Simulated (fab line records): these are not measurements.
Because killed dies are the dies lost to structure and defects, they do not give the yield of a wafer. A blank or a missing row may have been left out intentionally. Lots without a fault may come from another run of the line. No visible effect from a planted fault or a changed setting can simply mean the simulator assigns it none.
Chamber matching / flow n5Finfet / 4 sister chambers for N5_BEOL_M0_STRIP_104 on rieDiel-04
The step strips in N2/H2. 8 wafers are shown with their chamber, then 9 later ones without.

## EACH WAFER AND ITS CHAMBER
wafer=L080.5; chamber=3; throttleValvePct (%)=23.3; drypumpMotorCurrentA (A)=6.5
wafer=L083.1; chamber=3; throttleValvePct (%)=23.2; drypumpMotorCurrentA (A)=6.5
wafer=L086.1; chamber=2; throttleValvePct (%)=24.3; drypumpMotorCurrentA (A)=5.5
wafer=L086.4; chamber=1; throttleValvePct (%)=23.1; drypumpMotorCurrentA (A)=5.3
wafer=L086.6; chamber=0; throttleValvePct (%)=23.5; drypumpMotorCurrentA (A)=6.4
wafer=L089.1; chamber=1; throttleValvePct (%)=23.1; drypumpMotorCurrentA (A)=5.4
wafer=L089.2; chamber=0; throttleValvePct (%)=23.5; drypumpMotorCurrentA (A)=6.4
wafer=L089.3; chamber=2; throttleValvePct (%)=24.3; drypumpMotorCurrentA (A)=5.5

## WAFERS WITHOUT THEIR CHAMBER
wafer=L089.4; throttleValvePct (%)=23.5; drypumpMotorCurrentA (A)=6.4
wafer=L089.5; throttleValvePct (%)=23.1; drypumpMotorCurrentA (A)=5.4
wafer=L089.6; throttleValvePct (%)=24.3; drypumpMotorCurrentA (A)=5.5
wafer=L095.1; throttleValvePct (%)=23.2; drypumpMotorCurrentA (A)=5.3
wafer=L095.2; throttleValvePct (%)=24.4; drypumpMotorCurrentA (A)=5.4
wafer=L095.4; throttleValvePct (%)=23.5; drypumpMotorCurrentA (A)=6.4
wafer=L097.4; throttleValvePct (%)=23.5; drypumpMotorCurrentA (A)=6.4
wafer=L097.5; throttleValvePct (%)=23.2; drypumpMotorCurrentA (A)=5.4
wafer=L097.6; throttleValvePct (%)=24.3; drypumpMotorCurrentA (A)=5.4

## WHICH CHAMBER EACH WENT THROUGH
wafer=L089.4; from the rows above=0; in truth=0
wafer=L089.5; from the rows above=1; in truth=1
wafer=L089.6; from the rows above=2; in truth=2
wafer=L095.1; from the rows above=1; in truth=1
wafer=L095.2; from the rows above=2; in truth=2
wafer=L095.4; from the rows above=0; in truth=0
wafer=L097.4; from the rows above=0; in truth=0
wafer=L097.5; from the rows above=1; in truth=1
wafer=L097.6; from the rows above=2; in truth=2
Correct placement for 9 of the 9. From these rows, 0 cannot be placed. Wrongly placed: 0.
How it was worked out, from the rows above alone: a wafer's distance from a chamber is the root of the sum, over the readings, of the square of ((its reading less the chamber's mean) divided by the reading's scatter). The wafer belongs to the nearest chamber; if the next one is less than 2 further off, it can't be placed. A chamber's mean is the mean of its shown wafers. The scatter: the root of (the sum of the squares of (reading less its chamber's mean) over the shown wafers, divided by (wafers less chambers)).
